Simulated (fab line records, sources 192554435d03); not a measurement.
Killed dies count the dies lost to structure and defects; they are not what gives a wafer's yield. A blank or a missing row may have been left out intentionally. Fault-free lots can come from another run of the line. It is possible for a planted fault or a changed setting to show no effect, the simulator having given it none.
Chamber matching / flow n5_finfet / ald_metal-02 running N5_HKMG_FIN_ALD_71: 4 sister chambers
The step deposits TiN, target thk 1 nm, pulse time 1 s, purge time 3 s. 20 wafers are shown with their chamber, then 10 later ones without.

EACH WAFER AND ITS CHAMBER
wafer=L075.2; chamber=1; heater_power_w (W)=1043; precursor_pulse_height_rel=1.019
wafer=L075.3; chamber=0; heater_power_w (W)=914; precursor_pulse_height_rel=1.001
wafer=L075.4; chamber=2; heater_power_w (W)=1050; precursor_pulse_height_rel=0.992
wafer=L078.1; chamber=0; heater_power_w (W)=917; precursor_pulse_height_rel=0.972
wafer=L078.3; chamber=1; heater_power_w (W)=1038; precursor_pulse_height_rel=1.013
wafer=L078.5; chamber=3; heater_power_w (W)=908; precursor_pulse_height_rel=1.042
wafer=L079.3; chamber=1; heater_power_w (W)=1018; precursor_pulse_height_rel=0.994
wafer=L079.5; chamber=2; heater_power_w (W)=1084; precursor_pulse_height_rel=1.019
wafer=L079.6; chamber=1; heater_power_w (W)=1044; precursor_pulse_height_rel=1.003
wafer=L080.3; chamber=2; heater_power_w (W)=1072; precursor_pulse_height_rel=0.991
wafer=L080.5; chamber=3; heater_power_w (W)=941; precursor_pulse_height_rel=1.004
wafer=L080.6; chamber=0; heater_power_w (W)=878; precursor_pulse_height_rel=0.997
wafer=L081.1; chamber=2; heater_power_w (W)=1088; precursor_pulse_height_rel=1.000
wafer=L081.3; chamber=3; heater_power_w (W)=880; precursor_pulse_height_rel=1.025
wafer=L081.6; chamber=0; heater_power_w (W)=926; precursor_pulse_height_rel=0.984
wafer=L082.1; chamber=0; heater_power_w (W)=923; precursor_pulse_height_rel=1.000
wafer=L082.3; chamber=1; heater_power_w (W)=1043; precursor_pulse_height_rel=0.994
wafer=L082.4; chamber=3; heater_power_w (W)=921; precursor_pulse_height_rel=1.001
wafer=L087.2; chamber=0; heater_power_w (W)=887; precursor_pulse_height_rel=0.992
wafer=L087.3; chamber=2; heater_power_w (W)=1079; precursor_pulse_height_rel=1.009

SIGNATURES (means of the wafers above)
reading=heater_power_w; chamber 0=907.50; chamber 1=1037.20; chamber 2=1074.60; chamber 3=912.50; scatter within a chamber=18.3
reading=precursor_pulse_height_rel; chamber 0=0.99100; chamber 1=1.00460; chamber 2=1.00220; chamber 3=1.01800; scatter within a chamber=0.0132
Rule: for each reading, subtract the chamber's mean from the wafer's reading, divide by that reading's scatter and square the result; add these up over the readings and take the root, which gives the wafer's distance from the chamber. If the next closest chamber is less than 2 further off than the closest, the wafer can't be placed; otherwise it belongs to the closest. The scatter: the root of (the sum of the squares of (reading less its chamber's mean) over the shown wafers, divided by (wafers less chambers)).

WAFERS MISSING THEIR CHAMBER
wafer=L087.5; heater_power_w (W)=911; precursor_pulse_height_rel=1.011
wafer=L088.2; heater_power_w (W)=912; precursor_pulse_height_rel=1.003
wafer=L088.4; heater_power_w (W)=1035; precursor_pulse_height_rel=1.020
wafer=L088.5; heater_power_w (W)=912; precursor_pulse_height_rel=0.983
wafer=L093.1; heater_power_w (W)=892; precursor_pulse_height_rel=1.003
wafer=L093.3; heater_power_w (W)=1099; precursor_pulse_height_rel=1.015
wafer=L093.5; heater_power_w (W)=1081; precursor_pulse_height_rel=1.015
wafer=L095.1; heater_power_w (W)=1092; precursor_pulse_height_rel=0.992
wafer=L095.2; heater_power_w (W)=894; precursor_pulse_height_rel=1.023
wafer=L095.4; heater_power_w (W)=1016; precursor_pulse_height_rel=1.003

CHAMBER TAKEN BY EACH
wafer=L087.5; from the rows above=can't be placed: 3 or 0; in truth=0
wafer=L088.2; from the rows above=can't be placed: 0 or 3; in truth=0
wafer=L088.4; from the rows above=can't be placed: 1 or 2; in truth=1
wafer=L088.5; from the rows above=can't be placed: 0 or 3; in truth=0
wafer=L093.1; from the rows above=can't be placed: 0 or 3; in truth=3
wafer=L093.3; from the rows above=can't be placed: 2 or 1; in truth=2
wafer=L093.5; from the rows above=can't be placed: 2 or 1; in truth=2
wafer=L095.1; from the rows above=can't be placed: 2 or 1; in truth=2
wafer=L095.2; from the rows above=can't be placed: 3 or 0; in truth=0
wafer=L095.4; from the rows above=1; in truth=1
Correct placement for 1 of the 10. Not placeable from these rows: 9 (in 9, the candidates include the true chamber). 0 placed wrongly.
